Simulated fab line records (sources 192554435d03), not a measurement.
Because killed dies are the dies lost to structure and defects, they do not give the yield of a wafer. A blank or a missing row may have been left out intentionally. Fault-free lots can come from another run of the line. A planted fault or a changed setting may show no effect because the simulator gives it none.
Which tool is to blame?	flow n5-finfet	24 lots, 72 wafers sampled, at 6 steps of a route of 1938

== WHAT EACH GAUGE READ, for each wafer ==
N5_BEOL_M8_OCD_MEAS_38.
lot	measured	on	trench-depth-nm (nm)
L075	day 10 07:32	ocd-01	92.4 93.0 93.4
L074	day 10 07:10	ocd-02	93.6 93.9 93.7
L076	day 10 13:52	ocd-01	93.6 92.0 93.0
L079	day 10 20:17	ocd-02	94.2 92.5 93.2
L077	day 11 14:27	ocd-02	93.3 91.1 91.9
L078	day 11 14:41	ocd-02	91.8 90.3 92.3
L081	day 11 21:25	ocd-01	90.9 92.2 92.0
L080	day 12 05:55	ocd-01	91.8 93.9 93.1
L082	day 12 08:25	ocd-01	95.4 92.9 94.1
L083	day 12 08:32	ocd-02	94.7 93.3 93.7
L084	day 12 11:34	ocd-02	93.9 93.4 93.7
L085	day 12 17:45	ocd-02	94.2 93.6 94.0
L086	day 13 11:53	ocd-02	94.2 93.3 93.2
L087	day 13 18:43	ocd-01	91.4 92.3 92.4
L089	day 14 00:33	ocd-02	90.9 93.8 93.0
L090	day 14 00:50	ocd-02	91.4 92.6 91.7
L088	day 14 00:51	ocd-01	94.3 97.0 96.3
L092	day 14 08:46	ocd-01	93.1 94.6 93.8
L091	day 14 09:28	ocd-02	94.7 95.0 92.0
L093	day 14 22:07	ocd-02	92.6 94.3 93.6
L094	day 15 03:18	ocd-01	95.7 97.1 94.8
L095	day 15 09:16	ocd-02	95.4 91.8 93.5
L096	day 16 05:41	ocd-02	92.5 94.4 92.4
L097	day 17 11:13	ocd-01	92.2 92.7 91.3

N5_BEOL_M9_THK_MEAS_01.
lot	measured	on	M9_ILD_THK (nm)
L075	day 10 11:31	film-metro-02	265 270 268
L074	day 10 11:16	film-metro-02	271 271 273
L076	day 10 18:08	film-metro-01	270 267 265
L079	day 11 00:19	film-metro-01	263 265 266
L077	day 11 18:45	film-metro-02	264 266 267
L078	day 11 19:57	film-metro-01	261 265 267
L081	day 12 00:33	film-metro-01	268 274 269
L080	day 12 09:12	film-metro-01	264 271 271
L082	day 12 11:29	film-metro-01	269 267 270
L083	day 12 13:01	film-metro-02	268 272 272
L084	day 12 15:14	film-metro-02	265 267 267
L085	day 12 22:31	film-metro-01	268 267 272
L086	day 13 15:09	film-metro-01	266 275 275
L087	day 14 00:22	film-metro-01	270 271 271
L089	day 14 03:27	film-metro-01	267 267 276
L090	day 14 04:38	film-metro-02	268 267 272
L088	day 14 04:16	film-metro-01	264 267 271
L092	day 14 11:33	film-metro-02	265 268 271
L091	day 14 13:10	film-metro-02	269 272 274
L093	day 15 00:58	film-metro-01	268 269 272
L094	day 15 10:17	film-metro-02	269 269 274
L095	day 15 12:23	film-metro-01	265 264 267
L096	day 16 09:11	film-metro-02	262 264 270
L097	day 17 14:43	film-metro-01	262 263 263

N5_BEOL_M9_INSPECT_13: inspects for defects (brightfield).
lot	measured	on	raw-defect-count
L075	day 10 12:30	defect-inspect-01	333 309 334
L074	day 10 12:20	defect-inspect-02	330 511 318
L076	day 10 20:33	defect-inspect-02	414 521 381
L079	day 11 01:10	defect-inspect-01	387 321 320
L077	day 11 19:16	defect-inspect-02	415 506 333
L078	day 11 21:47	defect-inspect-02	421 497 501
L081	day 12 03:05	defect-inspect-02	418 447 511
L080	day 12 10:05	defect-inspect-02	350 456 332
L082	day 12 12:52	defect-inspect-02	411 374 304
L083	day 12 13:48	defect-inspect-02	395 315 348
L084	day 12 18:14	defect-inspect-02	343 333 368
L085	day 12 23:34	defect-inspect-01	467 404 358
L086	day 13 16:11	defect-inspect-01	304 364 461
L087	day 14 01:38	defect-inspect-02	293 414 567
L089	day 14 04:34	defect-inspect-01	313 485 512
L090	day 14 05:48	defect-inspect-01	549 550 533
L088	day 14 05:11	defect-inspect-02	359 286 281
L092	day 14 12:11	defect-inspect-02	271 375 244
L091	day 14 14:20	defect-inspect-02	307 326 356
L093	day 15 02:38	defect-inspect-02	261 364 420
L094	day 15 11:16	defect-inspect-01	413 716 621
L095	day 15 13:12	defect-inspect-02	241 293 236
L096	day 16 10:16	defect-inspect-01	420 485 540
L097	day 17 18:10	defect-inspect-02	278 295 592

== EACH LOT AND THE TOOL THAT RAN IT (in order: tool; ch and the chambers of the sampled wafers; start) ==
lot	N5_BEOL_M8_STRIP_19	N5_BEOL_M8_STRIP_36	N5_BEOL_M9_CURE_71
L075	rie-diel-02 ch 1,2, day 10 04:12	rie-diel-04 ch 0,2,3, day 10 07:20	uv-cure-01 ch 0, day 10 11:05
L074	rie-diel-04 ch 0,2,3, day 10 04:52	rie-diel-02 ch 0,1, day 10 06:58	uv-cure-02 ch 0, day 10 10:59
L076	rie-diel-02 ch 0,2, day 10 11:43	rie-diel-04 ch 0,2,3, day 10 13:40	uv-cure-03 ch 2, day 10 17:37
L079	rie-diel-01 ch 0,1,3, day 10 19:10	rie-diel-04 ch 0,2, day 10 20:05	uv-cure-02 ch 1, day 10 23:49
L077	rie-diel-04 ch 0,2,3, day 11 08:29	rie-diel-01 ch 0,2, day 11 14:15	uv-cure-02 ch 2, day 11 18:14
L078	rie-diel-04 ch 0,2, day 11 08:41	rie-diel-04 ch 0,1,2, day 11 14:29	uv-cure-03 ch 1, day 11 19:31
L081	rie-diel-01 ch 0,3, day 11 19:38	rie-diel-04 ch 1,2,3, day 11 21:13	uv-cure-02 ch 2, day 12 00:11
L080	rie-diel-02 ch 1,3, day 12 04:44	rie-diel-04 ch 0,2,3, day 12 05:43	uv-cure-01 ch 0, day 12 08:41
L082	rie-diel-01 ch 0,1, day 12 06:35	rie-diel-02 ch 0,1, day 12 08:13	uv-cure-01 ch 2, day 12 11:02
L083	rie-diel-02 ch 1,3, day 12 06:58	rie-diel-01 ch 1,2,3, day 12 08:20	uv-cure-02 ch 1, day 12 12:30
L084	rie-diel-02 ch 1,3, day 12 10:04	rie-diel-02 ch 0,1, day 12 11:22	uv-cure-01 ch 2, day 12 14:43
L085	rie-diel-02 ch 0,1,3, day 12 13:13	rie-diel-01 ch 2,3, day 12 17:33	uv-cure-01 ch 0, day 12 22:01
L086	rie-diel-04 ch 1,2,3, day 13 10:05	rie-diel-02 ch 0,1, day 13 11:41	uv-cure-03 ch 0, day 13 14:48
L087	rie-diel-04 ch 1,2, day 13 16:51	rie-diel-04 ch 0,3, day 13 18:31	uv-cure-02 ch 0, day 14 00:01
L089	rie-diel-04 ch 0,1,3, day 13 17:58	rie-diel-01 ch 0,2,3, day 14 00:21	uv-cure-01 ch 0, day 14 02:56
L090	rie-diel-04 ch 0,1,2, day 13 18:56	rie-diel-04 ch 2,3, day 14 00:32	uv-cure-02 ch 2, day 14 04:12
L088	rie-diel-01 ch 0,1, day 13 20:52	rie-diel-02 ch 2,3, day 14 00:39	uv-cure-01 ch 2, day 14 03:45
L092	rie-diel-01 ch 1,2,3, day 14 05:01	rie-diel-01 ch 1,2,3, day 14 08:34	uv-cure-01 ch 1, day 14 11:07
L091	rie-diel-01 ch 0,1,3, day 14 05:30	rie-diel-01 ch 0,1,2, day 14 09:16	uv-cure-02 ch 2, day 14 12:49
L093	rie-diel-01 ch 0,1,3, day 14 20:57	rie-diel-02 ch 1,3, day 14 21:55	uv-cure-03 ch 2, day 15 00:26
L094	rie-diel-02 ch 0,3, day 15 00:07	rie-diel-02 ch 2,3, day 15 03:07	uv-cure-03 ch 1, day 15 09:46
L095	rie-diel-01 ch 0,2, day 15 03:30	rie-diel-02 ch 1,2,3, day 15 09:04	uv-cure-03 ch 0, day 15 11:57
L096	rie-diel-02 ch 0,1,2, day 16 03:40	rie-diel-01 ch 0,3, day 16 05:30	uv-cure-02 ch 0, day 16 08:40
L097	rie-diel-01 ch 1,2,3, day 17 09:08	rie-diel-04 ch 0,1,3, day 17 11:01	uv-cure-01 ch 2, day 17 14:12
- N5_BEOL_M8_STRIP_19: strips in O2.
- N5_BEOL_M8_STRIP_36: strips in N2/H2.
- N5_BEOL_M9_CURE_71: cures SiCOH lowk, time 240 s.

== AS READ BY THE TOOLS THEMSELVES (means over the sampled wafers that have a number; for cases with no such wafer, the mark the record gives instead) ==
N5_BEOL_M8_STRIP_19.
lot	tool	drypump-motor-current-A (A)	oes-product-au (a.u.)	rf-vpp-V (V)	showerhead-plenum-p-Torr (Torr)	throttle-valve-pct (%)
L075	rie-diel-02	5.7	0.74	4.0	2.00	16.68
L074	rie-diel-04	5.8	0.82	3.8	2.11	16.44
L076	rie-diel-02	5.7	0.69	3.7	2.00	16.84
L079	rie-diel-01	5.0	0.84	3.5	2.13	16.61
L077	rie-diel-04	5.7	0.80	3.7	2.10	16.47
L078	rie-diel-04	5.7	0.85	4.0	2.15	16.43
L081	rie-diel-01	4.9	0.79	3.9	2.17	16.59
L080	rie-diel-02	5.7	0.87	3.8	2.10	16.29
L082	rie-diel-01	5.2	0.85	3.7	2.07	16.65
L083	rie-diel-02	5.7	0.80	3.5	2.05	16.43
L084	rie-diel-02	5.6	0.87	3.3	2.10	16.29
L085	rie-diel-02	5.5	0.79	4.1	2.07	16.43
L086	rie-diel-04	6.0	0.72	3.9	2.07	16.64
L087	rie-diel-04	6.2	0.71	3.3	2.09	16.74
L089	rie-diel-04	6.0	0.75	3.9	2.13	16.62
L090	rie-diel-04	6.0	0.77	3.3	2.11	16.61
L088	rie-diel-01	5.0	0.76	3.6	2.07	16.79
L092	rie-diel-01	5.5	0.85	4.1	2.16	16.55
L091	rie-diel-01	5.0	0.80	4.1	2.12	16.65
L093	rie-diel-01	5.0	0.80	3.3	2.11	16.67
L094	rie-diel-02	5.4	0.75	3.4	2.09	16.47
L095	rie-diel-01	5.9	0.78	2.8	2.17	16.73
L096	rie-diel-02	5.6	0.86	4.0	2.09	16.48
L097	rie-diel-01	5.5	0.80	3.4	2.15	16.61

N5_BEOL_M8_STRIP_36.
lot	tool	drypump-motor-current-A (A)	oes-product-au (a.u.)	rf-vpp-V (V)	showerhead-plenum-p-Torr (Torr)	throttle-valve-pct (%)
L075	rie-diel-04	5.7	0.81	58.8	2.57	23.55
L074	rie-diel-02	5.6	0.75	59.7	2.46	23.58
L076	rie-diel-04	5.8	0.81	59.3	2.56	23.55
L079	rie-diel-04	5.7	0.86	59.4	2.62	23.51
L077	rie-diel-01	5.4	0.76	58.4	2.56	23.76
L078	rie-diel-04	5.9	0.80	57.9	2.59	23.49
L081	rie-diel-04	6.0	0.74	60.0	2.53	23.56
L080	rie-diel-04	5.7	0.79	59.3	2.56	23.58
L082	rie-diel-02	5.6	0.73	59.5	2.45	23.63
L083	rie-diel-01	5.5	0.86	58.5	2.62	23.61
L084	rie-diel-02	5.4	0.71	57.8	2.48	23.59
L085	rie-diel-01	5.4	0.83	59.3	2.68	23.67
L086	rie-diel-02	5.4	0.71	59.2	2.47	23.60
L087	rie-diel-04	5.8	0.74	58.8	2.58	23.85
L089	rie-diel-01	5.4	0.78	59.4	2.62	23.71
L090	rie-diel-04	5.8	0.74	58.2	2.47	23.39
L088	rie-diel-02	5.8	0.91	61.1	2.64	23.53
L092	rie-diel-01	5.5	0.84	59.6	2.62	23.64
L091	rie-diel-01	5.5	0.80	59.3	2.55	23.68
L093	rie-diel-02	5.7	0.78	58.9	2.48	23.60
L094	rie-diel-02	5.7	0.89	60.4	2.63	23.53
L095	rie-diel-02	5.7	0.84	59.4	2.57	23.63
L096	rie-diel-01	4.9	0.72	59.3	2.54	23.72
L097	rie-diel-04	6.0	0.80	60.6	2.59	23.69

N5_BEOL_M9_CURE_71.
lot	tool	lamp-power-pct (%)	wafer_temp_C_max
L075	uv-cure-01	52.32	386.2
L074	uv-cure-02	52.32	388.0
L076	uv-cure-03	52.29	386.0
L079	uv-cure-02	52.29	386.0
L077	uv-cure-02	52.35	385.9
L078	uv-cure-03	52.30	387.1
L081	uv-cure-02	52.33	386.1
L080	uv-cure-01	52.30	386.0
L082	uv-cure-01	52.30	386.8
L083	uv-cure-02	52.32	386.0
L084	uv-cure-01	52.31	387.3
L085	uv-cure-01	52.26	386.2
L086	uv-cure-03	52.37	386.5
L087	uv-cure-02	52.34	387.5
L089	uv-cure-01	52.24	386.0
L090	uv-cure-02	52.26	385.8
L088	uv-cure-01	52.34	387.0
L092	uv-cure-01	52.31	387.0
L091	uv-cure-02	52.36	385.8
L093	uv-cure-03	52.30	386.5
L094	uv-cure-03	52.30	387.4
L095	uv-cure-03	52.25	387.1
L096	uv-cure-02	52.29	387.3
L097	uv-cure-01	52.30	387.5

== THE ANSWER, worked out from the rows above alone ==
Rule: what is usual is taken from the lots themselves. The widest of any qualifying gaps counts: lots, ordered by their means at a reading, are off when they make up no more than a third of the lots, leave a main group of 4 or more, and stand apart from it by 3 or more times the standard deviation of that group's means. Not used: any main group whose means are identical at the precision the tables above print for the reading. A lot without any number at a reading at which 4 lots or more have one is off too. Any other lot the step has rows for is counted as sound. After the gauges, taken in route order, come the tools' own readings; for these a lot's mean is taken, as printed above. At the first step where some lot is off, the reading lying furthest off is the one used; lots without a number count as furthest.
None of the lots is off at any reading shown; this tells nothing.

== WHAT THE SIMULATOR HAD INSERTED ==
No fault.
